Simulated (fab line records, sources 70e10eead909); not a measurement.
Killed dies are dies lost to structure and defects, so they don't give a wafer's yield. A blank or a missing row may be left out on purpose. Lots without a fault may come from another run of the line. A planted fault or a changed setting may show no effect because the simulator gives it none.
A struck lot beside a sound one | flow nand_harc | 12 steps out of a route of 1159
Sound: wafers L445.3, L445.4, L445.6. Struck: wafers L453.1, L453.3, L453.5. The cause comes at the end.
At each step with rows: each side's tool, then ch and its chambers, then its first start. Under that, the readings that differ: sound wafers | struck wafers | difference of the means | sigmas: that difference in standard deviations of wafers without a fault.
alike: readings whose means differ by less than 2 such deviations, and words and numbers that are the same on both sides. not compared: withheld readings, readings that some wafer has no value for, bounds like >300 that may hide the same value, and numbers for which the record gives no deviation and whose values overlap.
The two part at a step that has a row with sigmas, a row that says differs or no value, or rows on one side only. Numbers that don't overlap but have no deviation are shown without sigmas and don't part them. A reading that every wafer of one side lacks parts them only if that side has two wafers or more.

NHARC_A_WL_FILL_INSPECT_15:
  sound on defect_inspect-01, day 17 04:46; struck on defect_inspect-02, day 20 06:18
  alike: raw_defect_count
NHARC_A_CONTACT_DEP_24: deposits SiO2, target thk 500 nm.
  sound on pecvd-02 ch 1,2, day 17 05:09; struck on pecvd-02 ch 0,2, day 20 06:22
  alike: heater_power_w, showerhead_vpp_V, susceptor_temp_C, throttle_valve_pct
NHARC_A_CONTACT_DEP_28: deposits aC, target thk 3600 nm.
  sound on acl_dep-01 ch 0, day 17 07:16; struck on acl_dep-03 ch 0, day 20 06:59
  reading              | sound                | struck | difference                    | sigmas
  susceptor_temp_C (C) | 400.14 400.10 400.30 | - - -  | no value on the struck wafers |
  alike: throttle_valve_pct
NHARC_A_CONTACT_DEP_29: deposits SiON, target thk 70 nm.
  sound on pecvd-02 ch 1,2, day 17 08:50; struck on pecvd-02 ch 0,2, day 20 09:10
  alike: heater_power_w, showerhead_vpp_V, susceptor_temp_C
then, 5 steps without rows for these wafers: NHARC_A_CONTACT_DEHYDRATE_32 (time 120 s); NHARC_A_CONTACT_HMDS_33 (time 30 s); NHARC_A_CONTACT_COAT_34 (time 75 s); NHARC_A_CONTACT_COAT_35 (time 65 s); NHARC_A_CONTACT_COAT_36 (resist thk 90 nm).
NHARC_A_CONTACT_SOFTBAKE_37: time 55 s.
  sound on litho_track-06 ch 0, day 17 09:00; struck on litho_track-04 ch 0, day 20 09:00
  reading                  | sound                | struck               | difference | sigmas
  heater_power_total_W (W) | 188.45 188.32 188.36 | 194.46 194.56 194.48 | +6.12      | +51
  plate_temp_C (C)         | 105.04 105.14 105.08 | 107.77 107.68 107.60 | +2.60      | +24
  alike: exhaust_pa
then, 1 step without rows for these wafers: NHARC_A_CONTACT_EBR_38.
-- the record jumps here: 4 days lie between the struck wafers' starts before and after (it left off in module A_CONTACT and takes up again in module END, whose first step shown is number 1159 of the route) --
NHARC_END_SORT_01:
  sound on prober-02 ch 0, day 21 01:47; struck on prober-01 ch 0, day 24 00:46
  reading         | sound    | struck   | difference | sigmas
  killed_at_array | 8 18 13  | 33 63 67 | +41        | +3
  killed_dies     | 12 21 17 | 36 73 73 | +44        | +4
  alike: killed_at_other, killed_at_periphery, killed_open, killed_short

WHERE THEY PART
First at NHARC_A_CONTACT_DEP_28; last, within this record, at NHARC_END_SORT_01.

WHY: what the simulator had put in
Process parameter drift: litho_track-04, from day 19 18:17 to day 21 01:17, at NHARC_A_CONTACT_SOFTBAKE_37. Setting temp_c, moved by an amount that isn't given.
